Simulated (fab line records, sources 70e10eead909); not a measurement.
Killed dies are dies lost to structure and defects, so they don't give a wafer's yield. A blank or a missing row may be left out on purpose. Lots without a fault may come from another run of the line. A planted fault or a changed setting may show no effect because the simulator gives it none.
fab line records | flow nand_harc
record lots=5 wafers=15 last_day=33
route steps=1302 shown P_GATE@170
lots that met no fault: from a run of the same line without faults
start_h: hours from the record's first day to the start of the lot's first wafer shown | wait_h: hours since the lot's step before | " the same as in the row above | L1.1+2: a row that stands for several wafers | - no value, or no start given | * or withheld: withheld | < > ~ a bound
route shown NAME@n: a module of which the file shows steps, and the number in the route of the first | usual: mean/standard deviation of fault-free wafers | same: alike in all rows | chamber/n: place in a boat | sites: the reading at each site | _std_site: their standard deviation | _edge_site: outer sites' mean less inner sites' | radius_mm: how far each site lies from the wafer's centre | mask NAME#n: copy n | behind: the tool/chamber that last shaped the wafer | hold: why the lot was held/for how many hours/how that ended | device: the transistor (n, p or np) that didn't switch | end of line: the same wafers' tests at the end of the route | a step without rows: its recipe alone | killed: dies lost to structure and defects at the first sort, not the wafer's yield | map: a wafer's dies, x killed, . not, _ none there
set.NAME: the setting as run; set.NAME@STEP: as run at that earlier step | model.NAME: the simulator's own value behind a step, which no gauge read
lots at some steps of the route; a table a step, a row a wafer
services: from which hour (start_h, from the record's first day; less than 0 if before it) a tool's chamber was out of use, for how many hours, and why
## steps
# step NHARC_P_GATE_CD_MEAS_46
# recipe target_cd_nm=720 landing_energy_ev=500
# usual cd_nm=720.7/1.7
# columns lot.wafer tool chamber start_h wait_h cd_nm
L317.3 cd_sem-02 0 111.88 - 719.3
L317.4 " 0 " " 722.5
L317.6 " 0 " " 717.2
L322.2 cd_sem-02 0 156.73 - 719.5
L322.5 " 0 " " 721.6
L322.6 " 0 " " 720.7
L324.4 cd_sem-03 0 175.77 - 722.2
L324.5 " 0 " " 720.0
L324.6 " 0 " " 719.9
L336.1 cd_sem-01 0 297.84 - 724.7
L336.2 " 0 " " 720.7
L336.6 " 0 " " 724.8
L339.1 cd_sem-01 0 331.77 - 718.4
L339.2 " 0 " " 719.7
L339.4 " 0 " " 721.7
# step NHARC_P_GATE_HARDBAKE_47
# recipe temp_c=125 time_s=80
# step NHARC_P_GATE_DESCUM_48
# recipe time_s=3 o2_flow_sccm=200 ar_flow_sccm=0 bias_power_w=0 chemistry=O2
# usual drypump_motor_current_A=5.9/0.54 oes_product_au=1.001/0.011 rf_vpp_V=57.6/0.83 showerhead_plenum_p_Torr=1.89/0.074 throttle_valve_pct=11.310/0.009
# columns lot.wafer tool chamber start_h wait_h drypump_motor_current_A oes_product_au rf_hours_counter_h rf_vpp_V showerhead_plenum_p_Torr throttle_valve_pct
L317.4 rie_diel-01 2 112.06 - 5.9 1.006 4 58.9 1.95 11.323
L317.3 " 3 " " 6.5 0.996 6 56.8 1.88 11.316
L317.6 " 1 " " 5.4 0.997 - 57.4 1.80 11.309
L322.2 rie_diel-01 0 156.89 - 6.7 0.992 11 58.0 1.91 11.316
L322.5 " 0 " " 6.7 0.987 - 58.5 1.91 11.304
L322.6 " 1 " " 5.4 0.997 - 56.2 1.80 11.328
L324.4 rie_diel-01 1 175.96 - 5.4 0.989 11 57.0 1.80 11.296
L324.6 " 2 " " 5.9 1.014 - 58.5 1.94 11.307
L324.5 " 3 " " 6.4 1.015 - 57.8 1.88 11.314
L336.1 rie_diel-03 1 298.00 - 5.5 0.987 0 57.4 1.88 11.323
L336.2 " 0 " " 6.0 1.005 0 56.5 1.87 11.327
L336.6 " 1 " " 5.5 0.999 - 56.8 1.88 11.314
L339.1 rie_diel-09 2 331.93 - 5.8 0.997 0 57.9 2.03 11.321
L339.2 " 3 " " 6.0 0.994 1 57.0 1.85 11.318
L339.4 " 0 " " 6.6 0.988 1 56.9 1.80 11.319
# step NHARC_P_GATE_IMPLANT_49
# recipe energy_kev=30 dose_cm2=3e+15 tilt_deg=7
# step NHARC_P_GATE_STRIP_111
# recipe power_w=1500 temp_c=110 time_s=250 chemistry=N2/H2
# usual drypump_motor_current_A=5.8/0.34 heater_power_w=96/9.9
# columns lot.wafer tool chamber start_h wait_h drypump_motor_current_A heater_power_w rf_hours_counter_h
L317.4 plasma_asher-02 1 112.51 0.2 5.3 87 -
L317.3 " 0 " " 5.5 90 -
L317.6 " 1 " " 5.3 84 -
L322.2 plasma_asher-01 1 157.30 0.2 5.9 108 35
L322.5 " 0 " " 6.2 91 -
L322.6 " 1 " " 5.9 109 -
L324.4 plasma_asher-02 1 176.39 0.2 5.3 86 -
L324.5 " 1 " " 5.3 83 -
L324.6 " 0 " " 5.5 93 -
L336.1 plasma_asher-02 1 298.37 0.2 5.3 86 8
L336.2 " 0 " " 5.5 91 8
L336.6 " 1 " " 5.3 85 -
L339.2 plasma_asher-02 0 332.29 0.2 5.5 91 15
L339.1 " 1 " " 5.3 84 15
L339.4 " 0 " " 5.5 91 -
# step NHARC_P_GATE_STRIP_75
# recipe power_w=1500 temp_c=250 chemistry=O2
# usual drypump_motor_current_A=5.8/0.34 heater_power_w=359/37
# columns lot.wafer tool chamber start_h wait_h drypump_motor_current_A heater_power_w rf_hours_counter_h
L317.4 plasma_asher-02 1 112.73 0.2 5.3 310 -
L317.3 " 0 " " 5.5 345 -
L317.6 " 1 " " 5.3 313 -
L322.2 plasma_asher-01 1 157.56 0.2 5.9 410 35
L322.5 " 0 " " 6.2 338 -
L322.6 " 1 " " 5.9 399 -
L324.4 plasma_asher-02 1 176.62 0.2 5.3 328 -
L324.5 " 1 " " 5.3 319 -
L324.6 " 0 " " 5.5 341 -
L336.1 plasma_asher-02 1 298.67 0.3 5.3 313 8
L336.2 " 0 " " 5.5 332 8
L336.6 " 1 " " 5.3 321 -
L339.2 plasma_asher-02 0 332.60 0.3 5.5 339 15
L339.1 " 1 " " 5.3 319 15
L339.4 " 0 " " 5.5 337 -
# step NHARC_P_GATE_STRIP_50
# recipe time_s=900 temp_c=130 chemistry=SPM
# step NHARC_P_GATE_DEHYDRATE_51
# recipe temp_c=150 time_s=120
# step NHARC_P_GATE_HMDS_52
# recipe time_s=30
# step NHARC_P_GATE_COAT_53
# recipe spin_rpm=3000
# step NHARC_P_GATE_SOFTBAKE_54
# recipe temp_c=122 time_s=95
# step NHARC_P_GATE_EBR_55
# step NHARC_P_GATE_EXPOSE_56
# recipe na=0.6 target_cd_nm=720 dose_mj=14.81 mask_id=P_PSD
# usual focus_offset_nm=0.0/0.47
# columns lot.wafer tool chamber start_h wait_h mask focus_offset_nm
L317.3 krf_scanner-02 0 113.49 - P_PSD#0 0.7
L317.4 " 0 " " P_PSD#0 0.1
L317.6 " 0 " " P_PSD#0 -0.3
L322.2 krf_scanner-02 0 158.33 - P_PSD#0 -0.3
L322.5 " 0 " " P_PSD#0 -0.1
L322.6 " 0 " " P_PSD#0 -0.2
L324.4 krf_scanner-02 0 177.38 - P_PSD_R1#0 -0.3
L324.5 " 0 " " P_PSD_R1#0 0.1
L324.6 " 0 " " P_PSD_R1#0 0.1
L336.1 krf_scanner-02 0 299.45 - P_PSD#0 0.3
L336.2 " 0 " " P_PSD#0 -0.4
L336.6 " 0 " " P_PSD#0 -0.5
L339.1 krf_scanner-02 0 333.25 - P_PSD#0 -0.3
L339.2 " 0 " " P_PSD#0 0.5
L339.4 " 0 " " P_PSD#0 -0.8
# step NHARC_P_GATE_PEB_57
# recipe peb_temp_c=118 peb_time_s=85
# step NHARC_P_GATE_DEVELOP_58
# recipe time_s=70
# step NHARC_P_GATE_CD_MEAS_59
# recipe target_cd_nm=720 landing_energy_ev=500
# usual cd_nm=719.1/1.6
# columns lot.wafer tool chamber start_h wait_h cd_nm
L317.3 cd_sem-01 0 113.64 - 718.9
L317.4 " 0 " " 717.4
L317.6 " 0 " " 716.8
L322.2 cd_sem-03 0 158.48 - 720.1
L322.5 " 0 " " 718.4
L322.6 " 0 " " 718.1
L324.4 cd_sem-01 0 177.53 - 711.0
L324.5 " 0 " " 710.4
L324.6 " 0 " " 711.9
L336.1 cd_sem-02 0 299.61 - 719.3
L336.2 " 0 " " 719.4
L336.6 " 0 " " 720.3
L339.1 cd_sem-02 0 333.40 - 719.1
L339.2 " 0 " " 717.9
L339.4 " 0 " " 718.9
# step NHARC_P_GATE_HARDBAKE_60
# recipe temp_c=125 time_s=80
## services
# columns tool chamber start_h hours kind
rie_diel-01 3 93.59 4.4 repair
krf_scanner-02 - 94.00 4.0 pm
rie_diel-03 - 104.88 9.0 pm
rie_diel-01 0 109.34 - clean
rie_diel-01 1 109.34 - clean
rie_diel-03 0 117.02 2.6 repair
plasma_asher-02 - 142.46 1.9 repair
rie_diel-09 - 143.10 9.0 pm
rie_diel-03 2 151.58 10.5 repair
plasma_asher-01 - 165.24 9.0 pm
rie_diel-01 - 203.84 9.0 pm
plasma_asher-02 - 245.17 5.9 repair
krf_scanner-02 0 246.43 - calibration
plasma_asher-02 - 251.10 9.0 pm
plasma_asher-02 0 251.10 9.0 vent_cycle
plasma_asher-02 1 251.10 9.0 vent_cycle
plasma_asher-02 0 260.10 - clean
plasma_asher-02 1 260.10 - clean
krf_scanner-02 - 266.00 4.0 pm
rie_diel-03 - 281.88 9.0 pm
rie_diel-01 1 283.32 3.1 repair
rie_diel-01 3 291.85 2.0 repair
rie_diel-03 0 302.14 7.4 repair
rie_diel-09 - 320.10 9.0 pm
## key
first_sign step=NHARC_P_GATE_EXPOSE_56 reading=mask direction=changed
effect step=NHARC_P_GATE_CD_MEAS_59 reading=cd_nm direction=down sigmas=4.8 usual=719.1 struck=711.1
met_at NHARC_P_GATE_EXPOSE_56
struck_wafers L324.4,L324.5,L324.6
tester_left_out L324
onset_between 158.33 177.38
fault kind=wrong_mask tool=any chamber=- onset_h=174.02 steps=NHARC_P_GATE_EXPOSE_56 aux_copy=P_PSD_R1#0 cd_offset_nm=-8.2636 scope=struck_lots_only
# tester_left_out: of these lots the tester's yield and bins aren't shown, on N5 and GAA mostly nor the transistor test; their killed dies are dies lost to structure and defects alone, not to doping, threshold or leakage, so they don't give the yield
